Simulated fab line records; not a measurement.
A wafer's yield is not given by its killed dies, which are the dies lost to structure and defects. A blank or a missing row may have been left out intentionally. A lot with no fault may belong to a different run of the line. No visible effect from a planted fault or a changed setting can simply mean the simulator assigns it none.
A single fault, viewed from 2 desks + flow n5-finfet + what lay behind the numbers comes last; until then each desk has only its own

## DESK OF THE TOOL OWNER: pvd-sputter-03
The tool's own readings at N5_BEOL_M14_SPUTTER_45 (material Cu, target thk 100 nm, time 16.67 s): means of the sampled wafers that have a number, for each lot that ran on this tool. Any lot whose mean is over 4 standard deviations away from the usual mean is out of limits and marked OUT; that distance is given in the brackets.
Columns: A = cathode-dc-power-W at N5_BEOL_M14_SPUTTER_45, usual 26000 W; B = throttle-valve-pct at N5_BEOL_M14_SPUTTER_45, usual 29.7 %
| lot  | first seen here | A                       | B    |
|------|-----------------|-------------------------|------|
| L299 | day 11 01:39    | 25998                   | 30.6 |
| L302 | day 12 03:31    | 25996                   | 30.4 |
| L305 | day 12 15:47    | 25999                   | 30.4 |
| L313 | day 15 11:05    | 24848 (-99 or more) OUT | 30.4 |
| L314 | day 15 11:26    | 24851 (-99 or more) OUT | 29.5 |
This desk's verdict: out of limits on L313, L314, starting with L313 at day 15 11:05 (cathode-dc-power-W at N5_BEOL_M14_SPUTTER_45). In limits: L299, L302, L305.

## THE DEFECT DESK
Lot by lot, what the route's inspections counted, given as the mean of those sampled wafers with a number. Any lot whose mean is over 4 standard deviations away from the usual mean is out of limits and marked OUT; that distance is given in the brackets.
Columns: A = raw-defect-count at N5_BEOL_M14_INSPECT_55, usual 74
| lot  | first seen here | A   |
|------|-----------------|-----|
| L299 | day 11 02:43    | 89  |
| L302 | day 12 04:34    | 77  |
| L304 | day 12 11:25    | 53  |
| L305 | day 12 17:25    | 94  |
| L313 | day 15 12:08    | 94  |
| L314 | day 15 12:30    | 70  |
| L315 | day 15 14:43    | 92  |
| L316 | day 16 06:19    | 103 |
| L317 | day 16 10:44    | 54  |
| L320 | day 16 20:31    | 110 |
This desk's verdict: no lot among the 10 shows anything out of limits.

## ALL TOGETHER
At day 15 11:05, on L313, L314, the tool owner's desk was in a position to raise an alarm.
The defect desk saw nothing out of limits.
The defect desk has L313, L314 on record, within its limits.
Of the lots named, all ran N5_BEOL_M14_SPUTTER_45 on pvd-sputter-03.

## WHAT THE SIMULATOR HAD INSERTED
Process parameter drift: pvd-sputter-03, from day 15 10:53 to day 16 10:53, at N5_BEOL_M14_SPUTTER_45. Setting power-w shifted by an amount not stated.
Shown lots that were struck: L313, L314.
How many hours passed from the start of the fault until each desk's first out-of-limits reading: the tool owner's desk, 0.
